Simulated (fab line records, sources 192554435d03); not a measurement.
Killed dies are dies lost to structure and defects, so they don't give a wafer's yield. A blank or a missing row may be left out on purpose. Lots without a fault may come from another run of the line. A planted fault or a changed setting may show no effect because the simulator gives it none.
fab line records | flow n5_finfet
record lots=5 wafers=14 last_day=18
route steps=1938 shown BEOL_M9@1461 BEOL_M10@1470
lots that met no fault: from a run of the same line without faults
start_h: hours from the record's first day to the start of the lot's first wafer shown | wait_h: hours since the lot's step before | " the same as in the row above | L1.1+2: a row that stands for several wafers | - no value, or no start given | * or withheld: withheld | < > ~ a bound
route shown NAME@n: a module of which the file shows steps, and the number in the route of the first | usual: mean/standard deviation of fault-free wafers | same: alike in all rows | chamber/n: place in a boat | sites: the reading at each site | _std_site: their standard deviation | _edge_site: outer sites' mean less inner sites' | radius_mm: how far each site lies from the wafer's centre | mask NAME#n: copy n | behind: the tool/chamber that last shaped the wafer | hold: why the lot was held/for how many hours/how that ended | device: the transistor (n, p or np) that didn't switch | end of line: the same wafers' tests at the end of the route | a step without rows: its recipe alone | killed: dies lost to structure and defects at the first sort, not the wafer's yield | map: a wafer's dies, x killed, . not, _ none there
set.NAME: the setting as run; set.NAME@STEP: as run at that earlier step | model.NAME: the simulator's own value behind a step, which no gauge read
lots at some steps of the route; a table a step, a row a wafer
services: from which hour (start_h, from the record's first day; less than 0 if before it) a tool's chamber was out of use, for how many hours, and why
## steps
# step N5_BEOL_M9_SPUTTER_48
# recipe material=Cu target_thk_a=120 temp_c=-20 bias_v=60 power_w=26000 chamber_pressure_pa=0.13 time_s=2
# step N5_BEOL_M9_ECD_50
# recipe material=Cu target_thk_a=3180
# step N5_BEOL_M9_ANNEAL_51
# recipe temp_c=225 time_s=90 ambient=N2
# step N5_BEOL_M9_CMP_52
# recipe stop_on=SiCOH_lowk t_overpolish_s=7 down_force_psi=1 platen_rpm=50 clearing_platen_down_force_psi=1.5 clearing_platen_rpm=50 post_cmp_clean=cu_alkaline target_thk_nm=140 clearing_platen_pad_velocity_m_s=0.99484 pad_velocity_m_s=0.99484
# step N5_BEOL_M9_PRE_CLEAN_55
# recipe gas=NH3 time_s=15 temp_c=withheld rf_power_w=300
# step N5_BEOL_M9_DEP_56
# recipe material=SiCN target_thk_a=150 temp_c=withheld precursor=3MS/NH3 pressure_torr=3 rf_w=202 time_s=26.5
# step N5_BEOL_M10_ILD_DEP_00
# recipe material=SiCOH_lowk target_thk_a=3085.1 temp_c=300 precursor=DEMS/porogen pressure_torr=5 rf_w=500 time_s=58
# step N5_BEOL_M10_CURE_71
# recipe temp_c=385 time_s=240 ambient=He/Ar material=SiCOH_lowk
# step N5_BEOL_M10_PECVD_70
# recipe material=SiO2 target_thk_a=200 temp_c=400 precursor=TEOS/O2 pressure_torr=5.5 rf_w=450 teos_flow_sccm=53.8 gas=O2 flow_sccm=3000 time_s=22.7
# usual heater_power_w=753/98 showerhead_plenum_p_Torr=8.76/0.072 throttle_valve_pct=21.9/0.49
# columns lot.wafer tool chamber start_h wait_h heater_power_w showerhead_plenum_p_Torr throttle_valve_pct model.SiO2_of_BEOL_M10_PECVD_70.thk_nm
L687.1 pecvd-02 1 288.79 0.0 601 8.78 21.8 19.8
L687.3 " 2 " " 849 8.80 21.7 19.6
L687.6 " 1 " " 618 8.79 21.8 20.2
L692.2 pecvd-02 2 342.13 0.0 845 8.87 21.7 21.2
L692.3 " 1 " " 648 8.77 21.8 20.2
L692.4 " 0 " " 747 8.77 22.0 20.2
L696.3 pecvd-02 1 352.54 0.0 591 8.79 22.1 20
L696.5 " 0 " " 770 8.79 22.3 20.2
L696.6 " 1 " " 591 8.79 21.8 21.8
L697.2 pecvd-02 0 363.65 0.0 811 8.75 22.2 21
L697.3 " 2 " " 830 8.82 22.0 19.8
L700.2 pecvd-03 2 364.68 0.0 768 8.60 22.0 20
L700.4 " 1 " " 755 8.76 22.1 20.2
L700.6 " 0 " " 575 8.74 21.6 20.2
# step N5_BEOL_M10_HM_DEP_02
# recipe material=TiN target_thk_a=200 temp_c=25 chamber_pressure_pa=0.49996
# step N5_BEOL_M10_COAT_59
# recipe resist=SOC temp_c=250 time_s=60 spin_rpm=1500 resist_thk_nm=100
# step N5_BEOL_M10_COAT_60
# recipe resist=SiARC temp_c=220 time_s=60 spin_rpm=1500 resist_thk_nm=30
# step N5_BEOL_M10_COAT_05
# recipe resist=CAR-ArF spin_rpm=1500 resist_thk_nm=90
# step N5_BEOL_M10_EBR_07
# recipe solvent=PGMEA ebr_width_mm=1.5
# step N5_BEOL_M10_SOFTBAKE_06
# recipe temp_c=110 time_s=60 resist=CAR-ArF
# step N5_BEOL_M10_EXPOSE_08
# recipe mask_id=M10 na=1.35 source_shape=dipole sigma_inner=0.411 sigma_outer=0.611 polarization=te dose_mj=53.75
# step N5_BEOL_M10_PEB_09
# recipe peb_temp_c=withheld peb_time_s=60 resist=CAR-ArF
# step N5_BEOL_M10_DEVELOP_10
# recipe develop_time_s=30 developer=TMAH resist=CAR-ArF rinse_liquid=diw dry=air_spin dev_temp_c=23
# step N5_BEOL_M10_DESCUM_16
# recipe chemistry=O2 time_s=7.9 source_power_w=50 bias_power_w=20 pressure_mtorr=20 rf_frequency_hz=2.712e+07 temp_c=40 resist=CAR-ArF o2_flow_sccm=225
# step N5_BEOL_M10_ETCH_61
# recipe chemistry=CF4 target=SiARC target_depth_a=390 mask_material=CAR-ArF time_s=65 ion_energy_ev=80 pressure_mtorr=40 source_w=545 bias_w=36 Ar_flow_sccm=100 cf4_flow_sccm=100 ends=cleared
# step N5_BEOL_M10_ETCH_62
# recipe chemistry=N2/H2 target=SOC target_depth_a=1100 overetch_a=220 mask_material=SiARC temp_c=40 time_s=165 ion_energy_ev=200 pressure_mtorr=30 source_w=840 bias_w=150 n2_flow_sccm=200 h2_flow_sccm=200
# step N5_BEOL_M10_STRIP_68
# recipe chemistry=N2/H2 temp_c=40 n2_flow_sccm=200 h2_flow_sccm=200 rf_frequency_hz=6e+07
# step N5_BEOL_M10_STRIP_67
# recipe chemistry=CF4 resist=SiARC power_w=300 bias_power_w=75 pressure_mtorr=50 cf4_flow_sccm=150 rf_frequency_hz=6e+07
# step N5_BEOL_M10_HM_OPEN_17
# recipe chemistry=Cl2/BCl3 target_depth_a=200 overetch_a=60 target=TiN mask_material=SOC ion_energy_ev=150 pressure_mtorr=10 icp_w=1000 bias_w=126 Cl2_flow_sccm=53.25 bcl3_flow_sccm=21.75 Ar_flow_sccm=25
# step N5_BEOL_M10_STRIP_19
# recipe chemistry=O2 power_w=400 temp_c=40 pressure_mtorr=30 rf_frequency_hz=6e+07 bias_power_w=0 overash_fraction=0.2 o2_flow_sccm=225
# step N5_BEOL_M10_COAT_63
# recipe resist=SOC temp_c=250 time_s=60 spin_rpm=1500 resist_thk_nm=100
# step N5_BEOL_M10_COAT_64
# recipe resist=SiARC temp_c=220 time_s=60 spin_rpm=1500 resist_thk_nm=30
# step N5_BEOL_M10_COAT_22
# recipe resist=CAR-ArF spin_rpm=1500 resist_thk_nm=90
# step N5_BEOL_M10_EBR_24
# recipe solvent=PGMEA ebr_width_mm=1.5
# step N5_BEOL_M10_SOFTBAKE_23
# recipe temp_c=110 time_s=60 resist=CAR-ArF
# step N5_BEOL_M10_EXPOSE_25
# recipe mask_id=V9 na=1.35 source_shape=annular sigma_inner=0.5 sigma_outer=0.8 polarization=unpolarized dose_mj=85.5
# step N5_BEOL_M10_PEB_26
# recipe peb_temp_c=withheld peb_time_s=60 resist=CAR-ArF
# step N5_BEOL_M10_DEVELOP_27
# recipe develop_time_s=30 developer=TMAH resist=CAR-ArF rinse_liquid=diw dry=air_spin dev_temp_c=23
# step N5_BEOL_M10_HM_STRIP_39
# recipe chemistry=peroxide_tin_strip material=TiN target_depth_a=250 temp_c=50 time_s=158
# columns lot.wafer tool chamber start_h wait_h model.SiO2_of_BEOL_M10_PECVD_70.thk_nm
L687.1 wet_bench-02 6 295.15 0.0 19.6
L687.3 " 1 " " 19.4
L687.6 " 2 " " 20
L692.2 wet_bench-03 3 345.79 0.0 21
L692.3 " 4 " " 20
L692.4 " 2 " " 20.2
L696.3 wet_bench-03 4 359.88 0.0 19.8
L696.5 " 6 " " 20
L696.6 " 5 " " 21.6
L697.2 wet_bench-02 5 369.96 0.0 20.8
L697.3 " 4 " " 19.6
L700.2 wet_bench-06 5 370.50 0.0 19.8
L700.4+6 " 7,3 " " 20
## services
# columns tool chamber start_h hours kind
pecvd-03 1 278.44 12.3 repair
pecvd-02 - 299.94 5.5 pm
pecvd-03 0 300.65 12.7 repair
pecvd-02 - 323.14 0.7 repair
pecvd-03 0 338.57 5.5 scheduled_down
## key
first_sign none at tools or gauges
model_effect step=N5_BEOL_M10_PECVD_70 value=SiO2_of_BEOL_M10_PECVD_70.thk_nm without=20 struck=21.33
model_effect step=N5_BEOL_M10_HM_STRIP_39 value=SiO2_of_BEOL_M10_PECVD_70.thk_nm without=19.8 struck=21.13
met_at N5_BEOL_M10_PECVD_70
struck_wafers L692.2,L696.6,L697.2
baseline_loss step=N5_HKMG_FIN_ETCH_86 wafers=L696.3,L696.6
onset_between 288.79 342.13
fault kind=process_parameter_drift tool=pecvd-02 chamber=- onset_h=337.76 steps=N5_BEOL_M10_PECVD_70 channel=time_s offset=* shape=step end_h=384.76 scope=struck_wafers_only acts_in=* stated=*
# baseline_loss: these wafers lose ten dies or more at that step, a loss of the line's own and not of a fault; the sort's usual values leave them out
